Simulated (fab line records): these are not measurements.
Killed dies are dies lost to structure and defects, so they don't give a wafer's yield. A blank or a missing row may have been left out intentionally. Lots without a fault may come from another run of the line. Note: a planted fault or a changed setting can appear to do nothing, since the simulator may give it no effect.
Matching of chambers :: flow n5-finfet :: N5_HKMG_FIN_DESCUM_53 on rie-diel-02 has 4 sister chambers
The step chemistry O2, time 7.9 s. 18 wafers are shown with their chamber, then 9 later ones without.

EACH WAFER AND ITS CHAMBER
wafer: L074.1
chamber: 2
drypump-motor-current-A (A): 5.1
throttle-valve-pct (%): 20.6
showerhead-plenum-p-Torr (Torr): 2.18

wafer: L074.2
chamber: 1
drypump-motor-current-A (A): 5.7
throttle-valve-pct (%): 20.8
showerhead-plenum-p-Torr (Torr): 2.13

wafer: L074.3
chamber: 0
drypump-motor-current-A (A): 6.2
throttle-valve-pct (%): 20.9
showerhead-plenum-p-Torr (Torr): 2.19

wafer: L074.4
chamber: 3
drypump-motor-current-A (A): 5.3
throttle-valve-pct (%): 20.8
showerhead-plenum-p-Torr (Torr): 2.17

wafer: L074.5
chamber: 0
drypump-motor-current-A (A): 6.1
throttle-valve-pct (%): 20.9
showerhead-plenum-p-Torr (Torr): 2.19

wafer: L074.6
chamber: 1
drypump-motor-current-A (A): 5.7
throttle-valve-pct (%): 20.8
showerhead-plenum-p-Torr (Torr): 2.13

wafer: L077.1
chamber: 0
drypump-motor-current-A (A): 6.1
throttle-valve-pct (%): 20.9
showerhead-plenum-p-Torr (Torr): 2.19

wafer: L077.3
chamber: 1
drypump-motor-current-A (A): 5.7
throttle-valve-pct (%): 20.8
showerhead-plenum-p-Torr (Torr): 2.13

wafer: L077.6
chamber: 1
drypump-motor-current-A (A): 5.7
throttle-valve-pct (%): 20.8
showerhead-plenum-p-Torr (Torr): 2.13

wafer: L078.4
chamber: 1
drypump-motor-current-A (A): 5.7
throttle-valve-pct (%): 20.8
showerhead-plenum-p-Torr (Torr): 2.13

wafer: L078.5
chamber: 2
drypump-motor-current-A (A): 5.1
throttle-valve-pct (%): 20.6
showerhead-plenum-p-Torr (Torr): 2.18

wafer: L078.6
chamber: 1
drypump-motor-current-A (A): 5.7
throttle-valve-pct (%): 20.8
showerhead-plenum-p-Torr (Torr): 2.13

wafer: L085.1
chamber: 2
drypump-motor-current-A (A): 5.1
throttle-valve-pct (%): 20.6
showerhead-plenum-p-Torr (Torr): 2.17

wafer: L085.4
chamber: 3
drypump-motor-current-A (A): 5.3
throttle-valve-pct (%): 20.8
showerhead-plenum-p-Torr (Torr): 2.16

wafer: L085.6
chamber: 1
drypump-motor-current-A (A): 5.7
throttle-valve-pct (%): 20.8
showerhead-plenum-p-Torr (Torr): 2.13

wafer: L089.2
chamber: 3
drypump-motor-current-A (A): 5.3
throttle-valve-pct (%): 20.9
showerhead-plenum-p-Torr (Torr): 2.16

wafer: L089.3
chamber: 2
drypump-motor-current-A (A): 5.1
throttle-valve-pct (%): 20.6
showerhead-plenum-p-Torr (Torr): 2.17

wafer: L089.6
chamber: 1
drypump-motor-current-A (A): 5.8
throttle-valve-pct (%): 20.8
showerhead-plenum-p-Torr (Torr): 2.12

SIGNATURES, as means of the wafers listed above
reading: drypump-motor-current-A
chamber 0: 6.133
chamber 1: 5.713
chamber 2: 5.100
chamber 3: 5.300
scatter within a chamber: 0.0332

reading: throttle-valve-pct
chamber 0: 20.900
chamber 1: 20.800
chamber 2: 20.600
chamber 3: 20.833
scatter within a chamber: 0.0218

reading: showerhead-plenum-p-Torr
chamber 0: 2.1900
chamber 1: 2.1288
chamber 2: 2.1750
chamber 3: 2.1633
scatter within a chamber: 0.00426
Rule: for a wafer and a chamber, the distance is found by dividing, reading by reading, the gap between the wafer's reading and the chamber's mean by the reading's scatter, squaring, summing and taking the root. If the next closest chamber is less than 2 further off than the closest, the wafer can't be placed; otherwise it belongs to the closest. The scatter: the root of (the sum of the squares of (reading less its chamber's mean) over the shown wafers, divided by (wafers less chambers)).

WAFERS WITH NO CHAMBER GIVEN
wafer: L091.2
drypump-motor-current-A (A): 5.8
throttle-valve-pct (%): 20.8
showerhead-plenum-p-Torr (Torr): 2.12

wafer: L091.3
drypump-motor-current-A (A): 6.2
throttle-valve-pct (%): 21.0
showerhead-plenum-p-Torr (Torr): 2.18

wafer: L091.4
drypump-motor-current-A (A): 5.3
throttle-valve-pct (%): 20.9
showerhead-plenum-p-Torr (Torr): 2.16

wafer: L094.2
drypump-motor-current-A (A): 6.1
throttle-valve-pct (%): 21.0
showerhead-plenum-p-Torr (Torr): 2.17

wafer: L094.3
drypump-motor-current-A (A): 5.7
throttle-valve-pct (%): 20.8
showerhead-plenum-p-Torr (Torr): 2.12

wafer: L094.5
drypump-motor-current-A (A): 5.1
throttle-valve-pct (%): 20.6
showerhead-plenum-p-Torr (Torr): 2.17

wafer: L097.1
drypump-motor-current-A (A): 5.3
throttle-valve-pct (%): 20.7
showerhead-plenum-p-Torr (Torr): 2.16

wafer: L097.4
drypump-motor-current-A (A): 6.2
throttle-valve-pct (%): 21.0
showerhead-plenum-p-Torr (Torr): 2.17

wafer: L097.5
drypump-motor-current-A (A): 5.1
throttle-valve-pct (%): 20.6
showerhead-plenum-p-Torr (Torr): 2.17

THE CHAMBER EACH PASSED THROUGH
wafer: L091.2
from the rows above: 1
in truth: 1

wafer: L091.3
from the rows above: 0
in truth: 0

wafer: L091.4
from the rows above: 3
in truth: 3

wafer: L094.2
from the rows above: 0
in truth: 0

wafer: L094.3
from the rows above: 1
in truth: 1

wafer: L094.5
from the rows above: 2
in truth: 2

wafer: L097.1
from the rows above: 3
in truth: 3

wafer: L097.4
from the rows above: 0
in truth: 0

wafer: L097.5
from the rows above: 2
in truth: 2
Correctly placed: 9 of 9. Left unplaced by these rows: 0. Number placed wrongly: 0.
